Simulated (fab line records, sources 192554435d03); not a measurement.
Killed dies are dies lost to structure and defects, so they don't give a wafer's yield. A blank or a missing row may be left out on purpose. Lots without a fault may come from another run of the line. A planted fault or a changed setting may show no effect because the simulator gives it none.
Chamber matching | flow n5_finfet | N5_BEOL_M15_ETCH_57 on rie_diel-05: 3 sister chambers
The step etches SOC in N2/H2, time 750 s. 3 wafers are shown with their chamber, then 4 later ones without.

WAFERS WITH THEIR CHAMBER
wafer  | chamber | showerhead_plenum_p_Torr (Torr)
L087.6 | 3       | 2.71
L093.3 | 0       | 2.64
L093.5 | 1       | 2.41

WAFERS WITHOUT THEIR CHAMBER
wafer  | showerhead_plenum_p_Torr (Torr)
L092.2 | 2.70
L092.5 | 2.41
L097.5 | 2.70
L097.6 | 2.64

WHICH CHAMBER EACH WENT THROUGH
wafer  | from the rows above | in truth
L092.2 | 3                   | 3
L092.5 | 1                   | 1
L097.5 | 3                   | 3
L097.6 | 0                   | 0
Placed correctly: 4 of 4. Can't be placed from these rows: 0. Placed wrongly: 0.
How it was worked out, from the rows above alone: a wafer's distance from a chamber is the root of the sum, over the readings, of the square of ((its reading less the chamber's mean) divided by the reading's scatter). The wafer belongs to the nearest chamber; if the next one is less than 2 further off, it can't be placed. A chamber's mean is the mean of its shown wafers. The scatter: with one shown wafer a chamber, the root of the mean of the squares of how far each hidden wafer lies from its nearest shown one.
